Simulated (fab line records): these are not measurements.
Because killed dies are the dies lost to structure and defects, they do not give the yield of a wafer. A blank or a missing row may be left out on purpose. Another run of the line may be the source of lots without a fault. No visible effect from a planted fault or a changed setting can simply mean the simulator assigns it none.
Matching of chambers :: flow n5-finfet :: ald-sin-03 running N5_ILD0_ALD_15: 4 sister chambers
The step deposits SiNx, target thk 24 nm, pulse time 1 s, ald cycles 480. 27 wafers are shown with their chamber, then 12 later ones without.

## EACH WAFER AND ITS CHAMBER
wafer: L075.1
chamber: 3
heater-power-w (W): 881
precursor-pulse-height-rel: 0.989

wafer: L075.2
chamber: 0
heater-power-w (W): 978
precursor-pulse-height-rel: 1.001

wafer: L075.3
chamber: 2
heater-power-w (W): 942
precursor-pulse-height-rel: 0.986

wafer: L075.4
chamber: 1
heater-power-w (W): 705
precursor-pulse-height-rel: 0.984

wafer: L075.5
chamber: 2
heater-power-w (W): 937
precursor-pulse-height-rel: 0.985

wafer: L075.6
chamber: 1
heater-power-w (W): 707
precursor-pulse-height-rel: 0.976

wafer: L076.2
chamber: 0
heater-power-w (W): 947
precursor-pulse-height-rel: 0.993

wafer: L076.3
chamber: 2
heater-power-w (W): 951
precursor-pulse-height-rel: 1.019

wafer: L076.5
chamber: 3
heater-power-w (W): 892
precursor-pulse-height-rel: 1.005

wafer: L080.1
chamber: 0
heater-power-w (W): 934
precursor-pulse-height-rel: 0.991

wafer: L080.2
chamber: 3
heater-power-w (W): 836
precursor-pulse-height-rel: 1.017

wafer: L080.3
chamber: 1
heater-power-w (W): 696
precursor-pulse-height-rel: 0.951

wafer: L080.4
chamber: 2
heater-power-w (W): 871
precursor-pulse-height-rel: 1.010

wafer: L080.5
chamber: 0
heater-power-w (W): 928
precursor-pulse-height-rel: 0.985

wafer: L080.6
chamber: 3
heater-power-w (W): 888
precursor-pulse-height-rel: 1.016

wafer: L081.2
chamber: 0
heater-power-w (W): 955
precursor-pulse-height-rel: 0.993

wafer: L081.5
chamber: 1
heater-power-w (W): 687
precursor-pulse-height-rel: 1.029

wafer: L081.6
chamber: 2
heater-power-w (W): 903
precursor-pulse-height-rel: 0.987

wafer: L084.2
chamber: 0
heater-power-w (W): 945
precursor-pulse-height-rel: 1.057

wafer: L084.3
chamber: 2
heater-power-w (W): 896
precursor-pulse-height-rel: 1.008

wafer: L084.6
chamber: 0
heater-power-w (W): 933
precursor-pulse-height-rel: 0.993

wafer: L087.3
chamber: 2
heater-power-w (W): 877
precursor-pulse-height-rel: 0.968

wafer: L087.5
chamber: 2
heater-power-w (W): 905
precursor-pulse-height-rel: 1.017

wafer: L087.6
chamber: 1
heater-power-w (W): 705
precursor-pulse-height-rel: 0.988

wafer: L085.1
chamber: 0
heater-power-w (W): 947
precursor-pulse-height-rel: 1.028

wafer: L085.3
chamber: 2
heater-power-w (W): 910
precursor-pulse-height-rel: 1.014

wafer: L085.4
chamber: 1
heater-power-w (W): 696
precursor-pulse-height-rel: 0.991

SIGNATURES, as means of the wafers listed above
reading: heater-power-w
chamber 0: 945.88
chamber 1: 699.33
chamber 2: 910.22
chamber 3: 874.25
scatter within a chamber: 21.2

reading: precursor-pulse-height-rel
chamber 0: 1.00513
chamber 1: 0.98650
chamber 2: 0.99933
chamber 3: 1.00675
scatter within a chamber: 0.0215
Rule: for each reading, subtract the chamber's mean from the wafer's reading, divide by that reading's scatter and square the result; add these up over the readings and take the root, which gives the wafer's distance from the chamber. The wafer belongs to the nearest chamber; if the next one is less than 2 further off, it can't be placed. The scatter: the root of (the sum of the squares of (reading less its chamber's mean) over the shown wafers, divided by (wafers less chambers)).

## WAFERS WITH NO CHAMBER GIVEN
wafer: L091.1
heater-power-w (W): 877
precursor-pulse-height-rel: 1.005

wafer: L091.2
heater-power-w (W): 959
precursor-pulse-height-rel: 1.015

wafer: L091.6
heater-power-w (W): 896
precursor-pulse-height-rel: 1.013

wafer: L092.1
heater-power-w (W): 717
precursor-pulse-height-rel: 1.019

wafer: L092.2
heater-power-w (W): 839
precursor-pulse-height-rel: 1.031

wafer: L092.3
heater-power-w (W): 879
precursor-pulse-height-rel: 1.035

wafer: L092.4
heater-power-w (W): 951
precursor-pulse-height-rel: 1.007

wafer: L092.5
heater-power-w (W): 901
precursor-pulse-height-rel: 0.993

wafer: L092.6
heater-power-w (W): 708
precursor-pulse-height-rel: 1.007

wafer: L094.2
heater-power-w (W): 944
precursor-pulse-height-rel: 0.990

wafer: L094.3
heater-power-w (W): 874
precursor-pulse-height-rel: 1.032

wafer: L094.5
heater-power-w (W): 922
precursor-pulse-height-rel: 1.023

## WHICH CHAMBER EACH WENT THROUGH
wafer: L091.1
from the rows above: can't be placed: 3 or 2
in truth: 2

wafer: L091.2
from the rows above: can't be placed: 0 or 2
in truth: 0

wafer: L091.6
from the rows above: can't be placed: 2 or 3 or 0
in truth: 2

wafer: L092.1
from the rows above: 1
in truth: 1

wafer: L092.2
from the rows above: can't be placed: 3 or 2
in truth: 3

wafer: L092.3
from the rows above: can't be placed: 3 or 2
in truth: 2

wafer: L092.4
from the rows above: can't be placed: 0 or 2
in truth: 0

wafer: L092.5
from the rows above: can't be placed: 2 or 3 or 0
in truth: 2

wafer: L092.6
from the rows above: 1
in truth: 1

wafer: L094.2
from the rows above: can't be placed: 0 or 2
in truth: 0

wafer: L094.3
from the rows above: can't be placed: 3 or 2
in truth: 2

wafer: L094.5
from the rows above: can't be placed: 2 or 0 or 3
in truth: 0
Correctly placed: 2 of 12. Can't be placed from these rows: 10 (the true chamber is among the candidates in 10). Number placed wrongly: 0.
